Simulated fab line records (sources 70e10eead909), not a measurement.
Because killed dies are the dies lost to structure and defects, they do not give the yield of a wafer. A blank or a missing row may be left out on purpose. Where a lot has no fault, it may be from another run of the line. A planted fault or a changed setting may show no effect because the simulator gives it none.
A struck lot beside a sound one || flow nand-harc || 25 steps out of a route of 1159
Sound: wafers L121.1, L121.4, L121.5. Wafers L134.2, L134.5, L134.6 were the ones struck. The cause is named last.
At each step with rows: each side's tool, then ch and its chambers, then its first start. Under that, the readings that differ: sound wafers || struck wafers || difference of the means || sigmas: that difference in standard deviations of wafers without a fault.
alike: same words and numbers on both sides, and readings whose means sit less than 2 such deviations apart. not compared: any withheld reading, any reading some wafer has no value for, any bound like >300 that may hide the same value, and any number with overlapping values for which the record gives no deviation.
A row with sigmas, a row that says differs or no value, or rows on one side alone: a step with any of these is where the two part. Numbers that don't overlap but have no deviation are shown without sigmas and don't part them. Lack of a reading on every wafer of one side parts them only where that side has two or more wafers.

first, 1 step without rows for these wafers: NHARC_A_CHANNEL_HOLE_D1_ETCH_39 (etches the open film in N2/H2, target depth 260 nm, time 325 s).
NHARC_A_CHANNEL_HOLE_D1_ETCH_34: etches the open film in CF4/CHF3, target depth 154 nm, time 77 s.
  sound on rie-diel-08 ch 2,3; struck on rie-diel-08 ch 0,1
  alike: drypump-motor-current-A, oes-product-au, rf-vpp-V, showerhead-plenum-p-Torr, throttle-valve-pct
  not compared: rf-hours-counter-h
then, 1 step without rows for these wafers: NHARC_A_CHANNEL_HOLE_D1_ETCH_16 (etches the open film in O2/COS, target depth 3100 nm, time 806 s).
NHARC_A_CHANNEL_HOLE_D1_CD_MEAS_18:
  sound on cd-sem-02 at day 9 05:08; struck on cd-sem-03 at day 11 17:41
  alike: cd-nm
then, 3 steps without rows for these wafers: NHARC_A_CHANNEL_HOLE_D1_ETCH_19 (etches the open film in C4F8/O2/Ar, time 34.5 s); NHARC_A_CHANNEL_HOLE_D1_ETCH_20 (etches the open film in C4F8/O2/Ar, time 361.9 s, target depth 1600 nm); NHARC_A_CHANNEL_HOLE_D1_ETCH_21 (etches the open film in C4F8/O2/Ar, time 514.3 s, target depth 1600 nm).
NHARC_A_CHANNEL_HOLE_D1_ETCH_22: etches the open film in C4F8/O2/Ar, time 666.7 s, target depth 1600 nm.
  sound on har-etch-02 ch 1, day 9 09:10; struck on har-etch-01 ch 0,1, day 11 18:43
  alike: drypump-motor-current-A, showerhead-plenum-p-Torr, throttle-valve-pct
  not compared: rf-hours-counter-h
then, 1 step without rows for these wafers: NHARC_A_CHANNEL_HOLE_D1_ETCH_23 (etches the open film in C4F8/O2/Ar, time 819 s, target depth 1600 nm).
NHARC_A_CHANNEL_HOLE_D1_ETCH_24: etches the open film in C4F8/O2/Ar, time 906.2 s, target depth 1500 nm.
  sound on har-etch-02 ch 1, day 9 10:28; struck on har-etch-01 ch 0,1, day 11 20:01
  alike: drypump-motor-current-A, showerhead-plenum-p-Torr, throttle-valve-pct
  not compared: rf-hours-counter-h
then, 2 steps without rows for these wafers: NHARC_A_CHANNEL_HOLE_D1_ETCH_25 (etches the open film in C4F8/O2/Ar, time 1040.2 s, target depth 1500 nm); NHARC_A_CHANNEL_HOLE_D1_ETCH_26 (etches the open film in C4F8/O2/Ar, time 224.1 s, target depth 300 nm).
NHARC_A_CHANNEL_HOLE_D1_ETCH_33: etches the open film in C4F8/O2/Ar, time 90 s, target depth 400 nm.
  sound on har-etch-02 ch 1, day 9 12:18; struck on har-etch-01 ch 0,1, day 11 21:46
  alike: drypump-motor-current-A, showerhead-plenum-p-Torr, throttle-valve-pct
  not compared: rf-hours-counter-h
then, 3 steps without rows for these wafers: NHARC_A_CHANNEL_HOLE_D1_STRIP_41 (strips in N2/H2); NHARC_A_CHANNEL_HOLE_D1_STRIP_42 (strips in CF4/CHF3); NHARC_A_CHANNEL_HOLE_D1_STRIP_43 (strips in O2/COS).
NHARC_A_CHANNEL_HOLE_D1_ETCH_44: etches the open film in CF4/O2, target depth 140 nm, overetch 14 nm, time 77 s.
  sound on rie-diel-08 ch 2,3, day 9 13:05; struck on rie-diel-13 ch 0,1,3, day 11 22:32
  alike: drypump-motor-current-A, oes_o_777_au, oes-product-au, rf-vpp-V, showerhead-plenum-p-Torr, throttle-valve-pct
  not compared: rf-hours-counter-h
NHARC_A_CHANNEL_HOLE_D1_STRIP_27: strips in O2.
  sound on rie-diel-08 ch 1,2; struck on rie-diel-13 ch 0,1
  alike: drypump-motor-current-A, oes-product-au, rf-vpp-V, showerhead-plenum-p-Torr, throttle-valve-pct
  not compared: rf-hours-counter-h
then, 2 steps without rows for these wafers: NHARC_A_CHANNEL_HOLE_D1_PRECLEAN_28 (cleans in SC1); NHARC_A_CHANNEL_HOLE_D1_SRD_29.
NHARC_A_CHANNEL_HOLE_D1_CD_MEAS_30:
  sound on cd-sem-02 at day 9 13:59; struck on cd-sem-01 at day 11 23:20
  alike: cd-nm
after that, 1 step had no rows for these wafers: NHARC_A_CHANNEL_HOLE_D1_XSEM_31.
NHARC_A_CHANNEL_HOLE_D1_INSPECT_40:
  sound on defect-inspect-01 at day 9 14:11; struck on defect-inspect-02 at day 11 23:32
{"reading": "raw-defect-count", "sound": "83 56 44", "struck": "871 852 859", "difference": "+800", "sigmas": "+50"}
then, 1 step without rows for these wafers: NHARC_A_CHANNEL_FILL_D1_PRECLEAN_00 (cleans in SC1).
-- break in the record here, with 11 days between the starts of the struck wafers on either side (left off in module A_CHANNEL_FILL_D1, picked up again in module END, where the first step shown is number 1159 on the route) --
NHARC_END_SORT_01:
  the record has rows for the struck wafers here (prober-01 ch 0, day 22 13:07) and none for the sound ones

== WHERE THEY PART ==
Last at NHARC_END_SORT_01 as far as this record goes, first at NHARC_A_CHANNEL_HOLE_D1_INSPECT_40.

WHY: whatever the simulator had introduced
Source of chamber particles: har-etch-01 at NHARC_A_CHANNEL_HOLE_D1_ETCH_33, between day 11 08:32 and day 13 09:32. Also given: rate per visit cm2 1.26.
